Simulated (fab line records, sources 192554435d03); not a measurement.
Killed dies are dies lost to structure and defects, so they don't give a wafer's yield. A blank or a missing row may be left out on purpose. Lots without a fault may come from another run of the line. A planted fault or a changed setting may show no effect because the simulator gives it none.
Chamber matching | flow n5_finfet | N5_PMOS_HMC_CHANNEL_EPI_ETCH_32 on rie_diel-04: 4 sister chambers
The step etches BARC in N2/H2, stops on SiO2, target depth 85.8 nm, time 50.3 s. 18 wafers are shown with their chamber, then 9 later ones without.

WAFERS WITH THEIR CHAMBER
wafer  | chamber | showerhead_plenum_p_Torr (Torr) | drypump_motor_current_A (A) | throttle_valve_pct (%)
L076.1 | 1       | 2.61                            | 5.4                         | 17.98
L076.3 | 2       | 2.53                            | 6.1                         | 18.00
L076.4 | 0       | 2.67                            | 5.4                         | 18.02
L078.1 | 3       | 2.43                            | 6.9                         | 17.58
L078.4 | 0       | 2.67                            | 5.3                         | 18.02
L078.5 | 1       | 2.61                            | 5.4                         | 17.98
L081.1 | 1       | 2.61                            | 5.4                         | 18.00
L081.2 | 2       | 2.52                            | 6.1                         | 18.03
L081.5 | 2       | 2.52                            | 6.1                         | 18.03
L083.4 | 3       | 2.43                            | 6.8                         | 17.58
L083.5 | 3       | 2.43                            | 6.7                         | 17.60
L083.6 | 0       | 2.66                            | 5.4                         | 18.04
L086.1 | 2       | 2.52                            | 6.1                         | 18.02
L086.2 | 0       | 2.66                            | 5.3                         | 18.04
L086.3 | 3       | 2.42                            | 6.7                         | 17.60
L088.1 | 1       | 2.60                            | 5.4                         | 18.03
L088.4 | 0       | 2.66                            | 5.4                         | 18.07
L088.6 | 3       | 2.42                            | 6.9                         | 17.59

SIGNATURES (means of the wafers above)
reading                  | chamber 0 | chamber 1 | chamber 2 | chamber 3 | scatter within a chamber
showerhead_plenum_p_Torr | 2.6640    | 2.6075    | 2.5225    | 2.4260    | 0.00528
drypump_motor_current_A  | 5.360     | 5.400     | 6.100     | 6.800     | 0.0609
throttle_valve_pct       | 18.0380   | 17.9975   | 18.0200   | 17.5900   | 0.0176
Rule: a wafer's distance from a chamber is the root of the sum, over the readings, of the square of ((its reading less the chamber's mean) divided by the reading's scatter). The wafer belongs to the nearest chamber; if the next one is less than 2 further off, it can't be placed. The scatter: the root of (the sum of the squares of (reading less its chamber's mean) over the shown wafers, divided by (wafers less chambers)).

WAFERS WITHOUT THEIR CHAMBER
wafer  | showerhead_plenum_p_Torr (Torr) | drypump_motor_current_A (A) | throttle_valve_pct (%)
L091.2 | 2.60                            | 5.4                         | 18.05
L091.4 | 2.42                            | 6.7                         | 17.62
L091.6 | 2.52                            | 6.1                         | 18.05
L092.2 | 2.42                            | 6.8                         | 17.61
L092.3 | 2.66                            | 5.3                         | 18.06
L092.5 | 2.60                            | 5.4                         | 18.04
L093.1 | 2.42                            | 6.8                         | 17.62
L093.4 | 2.60                            | 5.4                         | 18.03
L093.6 | 2.42                            | 6.8                         | 17.62

WHICH CHAMBER EACH WENT THROUGH
wafer  | from the rows above | in truth
L091.2 | 1                   | 1
L091.4 | 3                   | 3
L091.6 | 2                   | 2
L092.2 | 3                   | 3
L092.3 | 0                   | 0
L092.5 | 1                   | 1
L093.1 | 3                   | 3
L093.4 | 1                   | 1
L093.6 | 3                   | 3
Placed correctly: 9 of 9. Can't be placed from these rows: 0. Placed wrongly: 0.
